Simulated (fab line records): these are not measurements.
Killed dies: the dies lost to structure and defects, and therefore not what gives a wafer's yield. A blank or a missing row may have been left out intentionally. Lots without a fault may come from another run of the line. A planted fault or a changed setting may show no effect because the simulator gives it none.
fab line records + flow nand_harc + part 2 of 2: steps 33 to 38 of 38
record
- lots=5
- wafers=15
- last_day=28
route steps=1302 shown A_STAIRCASE@771
lots that met no fault: taken from a fault-free run of the same line
start_h: start of the lot's first displayed wafer, in hours after the record's first day + wait_h: how many hours have passed since the lot's step before this one + " identical to the entry in the row above + L1.1+2: several wafers, shown together as one row + - no value present, or no start provided + * or withheld: withheld + < > ~ a bound
route shown NAME@n: NAME is a module with steps in the file, n the number in the route of the first one + usual: mean and standard deviation over wafers with no fault + same: alike in all rows + chamber/n: place in a boat + sites: per-site readings + _std_site: their standard deviation + _edge_site: outer sites' mean less inner sites' + radius_mm: for every site, how far away it sits from the centre of the wafer + mask NAME#n: copy n + behind: the tool/chamber that last shaped the wafer + hold: why the lot was held/for how many hours/how that ended + device: which transistor (n, p or np) failed to switch + end of line: tests run on the same wafers once the route is complete + a step without rows: its recipe alone + killed: the dies lost at the first sort to structure and to defects; this is not the yield of the wafer + map: a wafer's dies, marking killed ones x, the rest . and places with no die _
set.NAME: the run value of the setting; set.NAME@STEP: its run value at that earlier step + model.NAME: the simulator's own value behind a step, which no gauge read
a table for each step, a row for each wafer; lots at some steps of the route
services: the hour from which a tool's chamber was out of use, counted from the record's first day as start_h (under 0 if before that day), plus the number of hours and why
## steps
# step NHARC_A_STAIRCASE_HARDBAKE_290
# recipe
- temp_c=120
- time_s=140
| lot.wafer  | tool           | chamber | start_h | wait_h |
|------------|----------------|---------|---------|--------|
| L075.2+4+6 | litho_track-02 | 0       | 384.21  | -      |
| L077.3+4+6 | litho_track-02 | 0       | 415.57  | -      |
| L080.1+2+3 | litho_track-02 | 0       | 434.92  | -      |
| L085.1+2+3 | litho_track-02 | 0       | 486.72  | -      |
| L084.1+3+4 | litho_track-02 | 0       | 494.11  | -      |
# step NHARC_A_STAIRCASE_DESCUM_291
# recipe
- time_s=3
- o2_flow_sccm=200
- ar_flow_sccm=0
- bias_power_w=0
- chemistry=O2
# usual
- drypump_motor_current_A=5.7/0.41
- oes_product_au=0.999/0.011
- rf_vpp_V=57.6/0.91
- showerhead_plenum_p_Torr=1.89/0.044
- throttle_valve_pct=11.313/0.0085
| lot.wafer | tool        | chamber | start_h | wait_h | drypump_motor_current_A | oes_product_au | rf_hours_counter_h | rf_vpp_V | showerhead_plenum_p_Torr | throttle_valve_pct |
|-----------|-------------|---------|---------|--------|-------------------------|----------------|--------------------|----------|--------------------------|--------------------|
| L075.4    | rie_diel-11 | 0       | 384.30  | -      | 5.8                     | 0.984          | 34                 | 56.7     | 1.91                     | 11.309             |
| L075.2    | "           | 1       | "       | "      | 5.8                     | 1.004          | 39                 | 58.5     | 1.88                     | 11.316             |
| L075.6    | "           | 1       | "       | "      | 5.8                     | 1.001          | -                  | 57.4     | 1.88                     | 11.297             |
| L077.3    | rie_diel-11 | 3       | 415.65  | -      | 5.1                     | 0.999          | 57                 | 56.1     | 1.91                     | 11.313             |
| L077.4    | "           | 1       | "       | "      | 5.8                     | 1.007          | 49                 | 57.0     | 1.87                     | 11.309             |
| L077.6    | "           | 3       | "       | "      | 5.1                     | 0.993          | -                  | 58.4     | 1.91                     | 11.305             |
| L080.2    | rie_diel-07 | 0       | 435.01  | -      | 6.3                     | 0.995          | 43                 | 57.2     | 1.86                     | 11.305             |
| L080.1    | "           | 2       | "       | "      | 5.4                     | 1.020          | 37                 | 58.2     | 2.03                     | 11.326             |
| L080.3    | "           | 3       | "       | "      | 5.0                     | 1.010          | 34                 | 57.5     | 1.89                     | 11.328             |
| L085.1    | rie_diel-07 | 1       | 486.81  | -      | 6.1                     | 1.006          | 0                  | 57.9     | 1.87                     | 11.319             |
| L085.3    | "           | 2       | "       | "      | 5.5                     | 1.013          | 0                  | 57.4     | 2.02                     | 11.313             |
| L085.2    | "           | 3       | "       | "      | 5.0                     | 1.002          | 0                  | 56.4     | 1.88                     | 11.317             |
| L084.3    | rie_diel-11 | 1       | 494.20  | -      | 5.9                     | 0.998          | 16                 | 59.1     | 1.87                     | 11.316             |
| L084.4    | "           | 2       | "       | "      | 5.3                     | 0.981          | 17                 | 58.6     | 1.86                     | 11.325             |
| L084.1    | "           | 3       | "       | "      | 5.1                     | 1.013          | 20                 | 59.2     | 1.90                     | 11.308             |
# step NHARC_A_STAIRCASE_ETCH_292
# recipe
- cf4_flow_sccm=100
- chf3_flow_sccm=30
- ar_flow_sccm=0
- rf_w=500
- bias_w=200
- chemistry=CF4/CHF3
# usual
- drypump_motor_current_A=5.6/0.4
- oes_product_au=0.939/0.023
- rf_vpp_V=370.0/1.4
- showerhead_plenum_p_Torr=1.56/0.037
- throttle_valve_pct=16.804/0.0084
| lot.wafer | tool        | chamber | start_h | wait_h | drypump_motor_current_A | oes_product_au | rf_hours_counter_h | rf_vpp_V | showerhead_plenum_p_Torr | throttle_valve_pct |
|-----------|-------------|---------|---------|--------|-------------------------|----------------|--------------------|----------|--------------------------|--------------------|
| L075.4    | rie_diel-11 | 2       | 384.38  | 0.1    | 5.3                     | 0.985          | 41                 | 369.1    | 1.54                     | 16.794             |
| L075.2    | "           | 0       | "       | "      | 5.7                     | 0.945          | 34                 | 369.5    | 1.57                     | 16.807             |
| L075.6    | "           | 3       | "       | "      | 5.1                     | 0.981          | -                  | 371.1    | 1.57                     | 16.804             |
| L077.3    | rie_diel-11 | 3       | 415.74  | 0.1    | 5.1                     | 0.908          | 57                 | 370.7    | 1.57                     | 16.815             |
| L077.4    | "           | 1       | "       | "      | 5.9                     | 0.930          | 49                 | 368.0    | 1.54                     | 16.799             |
| L077.6    | "           | 3       | "       | "      | 5.1                     | 0.926          | -                  | 370.4    | 1.57                     | 16.807             |
| L080.2    | rie_diel-07 | 2       | 435.10  | 0.1    | 5.4                     | 0.931          | 37                 | 373.3    | 1.66                     | 16.779             |
| L080.3    | "           | 3       | "       | "      | 5.0                     | 0.928          | 34                 | 370.1    | 1.55                     | 16.803             |
| L080.1    | "           | 1       | "       | "      | 6.1                     | 0.904          | 42                 | 370.1    | 1.54                     | 16.809             |
| L085.3    | rie_diel-07 | 2       | 486.90  | 0.1    | 5.4                     | 0.980          | 1                  | 372.6    | 1.66                     | 16.801             |
| L085.2    | "           | 0       | "       | "      | 6.3                     | 0.974          | 0                  | 369.6    | 1.53                     | 16.791             |
| L085.1    | "           | 1       | "       | "      | 6.1                     | 0.967          | 0                  | 369.2    | 1.54                     | 16.798             |
| L084.1    | rie_diel-11 | 0       | 494.29  | 0.1    | 5.7                     | 0.914          | 19                 | 370.4    | 1.56                     | 16.801             |
| L084.3    | "           | 1       | "       | "      | 5.9                     | 0.927          | 16                 | 370.0    | 1.54                     | 16.819             |
| L084.4    | "           | 2       | "       | "      | 5.3                     | 0.916          | 17                 | 368.0    | 1.53                     | 16.812             |
# step NHARC_A_STAIRCASE_HM_OPEN_460
# recipe
- o2_flow_sccm=400
- cos_flow_sccm=20
- ar_flow_sccm=0
- rf_w=500
- bias_w=300
- chemistry=O2/COS
# usual
- drypump_motor_current_A=5.6/0.41
- oes_product_au=0.998/0.011
- rf_vpp_V=466.4/1.6
- showerhead_plenum_p_Torr=3.08/0.069
- throttle_valve_pct=28.331/0.0096
| lot.wafer | tool        | chamber | start_h | wait_h | drypump_motor_current_A | oes_product_au | rf_hours_counter_h | rf_vpp_V | showerhead_plenum_p_Torr | throttle_valve_pct |
|-----------|-------------|---------|---------|--------|-------------------------|----------------|--------------------|----------|--------------------------|--------------------|
| L075.2    | rie_diel-11 | 1       | -       | -      | 5.8                     | 1.009          | 40                 | 467.3    | 3.07                     | 28.336             |
| L075.4    | "           | 2       | "       | "      | 5.4                     | 1.002          | 41                 | 465.8    | 3.06                     | 28.321             |
| L075.6    | "           | 3       | "       | "      | 5.1                     | 1.012          | -                  | 467.9    | 3.12                     | 28.325             |
| L077.4    | rie_diel-11 | 2       | -       | -      | 5.4                     | 0.999          | 54                 | 465.0    | 3.05                     | 28.331             |
| L077.3    | "           | 3       | "       | "      | 5.1                     | 0.997          | 57                 | 466.9    | 3.12                     | 28.339             |
| L077.6    | "           | 0       | "       | "      | 5.8                     | 0.988          | -                  | 465.8    | 3.11                     | 28.330             |
| L080.3    | rie_diel-07 | 0       | -       | -      | 6.2                     | 1.010          | 43                 | 464.6    | 3.03                     | 28.338             |
| L080.2    | "           | 1       | "       | "      | 6.1                     | 0.984          | 42                 | 465.8    | 3.06                     | 28.333             |
| L080.1    | "           | 2       | "       | "      | 5.5                     | 1.018          | 37                 | 470.2    | 3.29                     | 28.341             |
| L085.2    | rie_diel-07 | 1       | -       | -      | 6.1                     | 0.999          | 0                  | 466.5    | 3.05                     | 28.326             |
| L085.1    | "           | 2       | "       | "      | 5.5                     | 1.011          | 1                  | 470.9    | 3.29                     | 28.323             |
| L085.3    | "           | 3       | "       | "      | 5.0                     | 1.004          | 1                  | 466.3    | 3.07                     | 28.326             |
| L084.3    | rie_diel-11 | 3       | -       | -      | 5.1                     | 0.996          | 20                 | 467.6    | 3.10                     | 28.331             |
| L084.1    | "           | 0       | "       | "      | 5.7                     | 0.987          | 19                 | 469.0    | 3.10                     | 28.342             |
| L084.4    | "           | 1       | "       | "      | 5.9                     | 0.995          | 16                 | 464.9    | 3.05                     | 28.342             |
# step NHARC_A_STAIRCASE_STRIP_461
# recipe
- o2_flow_sccm=400
- cos_flow_sccm=20
- ar_flow_sccm=0
- bias_w=0
- chemistry=O2/COS
| lot.wafer  | tool        | chamber | start_h | wait_h |
|------------|-------------|---------|---------|--------|
| L075.4+2+6 | rie_diel-11 | 2,3,2   | -       | -      |
| L077.4+3+6 | rie_diel-11 | 1,3,1   | -       | -      |
| L080.3+1+2 | rie_diel-07 | 1,2,3   | -       | -      |
| L085.3+2+1 | rie_diel-07 | 1,3,0   | -       | -      |
| L084.3+4+1 | rie_diel-11 | 3,0,1   | -       | -      |
# step NHARC_A_STAIRCASE_ETCH_452
# recipe
- target_depth_a=300
- overetch_a=30
- time_s=16.5
- ion_energy_ev=100
- cf4_flow_sccm=80
- o2_flow_sccm=20
- ar_flow_sccm=0
- rf_w=300
- bias_w=100
- chemistry=CF4/O2
# usual
- drypump_motor_current_A=5.6/0.4
- oes_ar_750_au=1.000/0.0044
- oes_product_au=0.998/0.01
- rf_vpp_V=197.4/1
- showerhead_plenum_p_Torr=1.32/0.031
- throttle_valve_pct=13.396/0.0093
| lot.wafer | tool        | chamber | start_h | wait_h | drypump_motor_current_A | oes_ar_750_au | oes_product_au | rf_hours_counter_h | rf_vpp_V | showerhead_plenum_p_Torr | throttle_valve_pct |
|-----------|-------------|---------|---------|--------|-------------------------|---------------|----------------|--------------------|----------|--------------------------|--------------------|
| L075.4    | rie_diel-11 | 3       | -       | -      | 5.1                     | 1.001         | 0.996          | 42                 | 198.6    | 1.34                     | 13.407             |
| L075.2    | "           | 0       | "       | "      | 5.7                     | 1.004         | 0.978          | 34                 | 198.4    | 1.33                     | 13.390             |
| L075.6    | "           | 3       | "       | "      | 5.1                     | 1.002         | 1.012          | -                  | 196.9    | 1.34                     | 13.398             |
| L077.4    | rie_diel-11 | 3       | -       | -      | 5.1                     | 1.004         | 0.985          | 57                 | 197.0    | 1.33                     | 13.398             |
| L077.3    | "           | 0       | "       | "      | 5.7                     | 0.998         | 0.981          | 46                 | 197.6    | 1.33                     | 13.399             |
| L077.6    | "           | 2       | "       | "      | 5.3                     | 0.993         | 0.997          | -                  | 196.7    | 1.30                     | 13.411             |
| L080.3    | rie_diel-07 | 1       | -       | -      | 6.1                     | 1.002         | 0.982          | 42                 | 197.2    | 1.31                     | 13.397             |
| L080.2    | "           | 3       | "       | "      | 5.0                     | 0.998         | 1.004          | 34                 | 196.4    | 1.32                     | 13.404             |
| L080.1    | "           | 0       | "       | "      | 6.3                     | 1.001         | 0.997          | 43                 | 197.2    | 1.30                     | 13.406             |
| L085.3    | rie_diel-07 | 0       | -       | -      | 6.3                     | 0.999         | 0.990          | 1                  | 197.1    | 1.29                     | 13.399             |
| L085.2    | "           | 2       | "       | "      | 5.4                     | 1.000         | 1.010          | 1                  | 200.1    | 1.41                     | 13.405             |
| L085.1    | "           | 3       | "       | "      | 5.0                     | 1.001         | 1.004          | 1                  | 198.1    | 1.31                     | 13.383             |
| L084.4    | rie_diel-11 | 0       | -       | -      | 5.8                     | 1.003         | 1.005          | 19                 | 197.9    | 1.33                     | 13.404             |
| L084.1    | "           | 2       | "       | "      | 5.3                     | 1.003         | 1.000          | 17                 | 197.1    | 1.30                     | 13.387             |
| L084.3    | "           | 3       | "       | "      | 5.1                     | 1.001         | 1.016          | 20                 | 197.5    | 1.33                     | 13.392             |
## services
| tool           | chamber | start_h | hours | kind   |
|----------------|---------|---------|-------|--------|
| krf_scanner-04 | -       | 354.03  | 4.0   | pm     |
| pecvd-03       | -       | 366.41  | 13.0  | pm     |
| acl_dep-01     | -       | 366.88  | 13.0  | pm     |
| rie_diel-11    | -       | 369.59  | 0.5   | repair |
| wet_bench-06   | -       | 369.60  | 8.0   | pm     |
| pecvd-02       | -       | 384.86  | 1.8   | repair |
| krf_scanner-03 | -       | 396.00  | 4.0   | pm     |
| litho_track-02 | -       | 402.00  | 7.0   | pm     |
| wet_bench-04   | -       | 403.20  | 8.0   | pm     |
| krf_scanner-03 | -       | 406.16  | 9.1   | repair |
| pecvd-02       | -       | 408.63  | 13.0  | pm     |
| pecvd-01       | 1       | 408.90  | 5.2   | repair |
| rie_diel-07    | 2       | 409.37  | 8.9   | repair |
| acl_dep-02     | -       | 422.42  | 13.0  | pm     |
| litho_track-07 | -       | 426.00  | 7.0   | pm     |
| rie_diel-11    | -       | 432.55  | 9.0   | pm     |
| wet_bench-05   | -       | 436.80  | 8.0   | pm     |
| pecvd-02       | 2       | 440.83  | 4.9   | repair |
| acl_dep-02     | -       | 450.93  | 3.9   | repair |
| krf_scanner-04 | -       | 463.23  | 0.6   | repair |
| litho_track-05 | -       | 474.01  | 7.0   | pm     |
| rie_diel-07    | -       | 474.08  | 9.0   | pm     |
| acl_dep-03     | -       | 482.04  | 13.0  | pm     |
| pecvd-01       | -       | 493.39  | 13.0  | pm     |
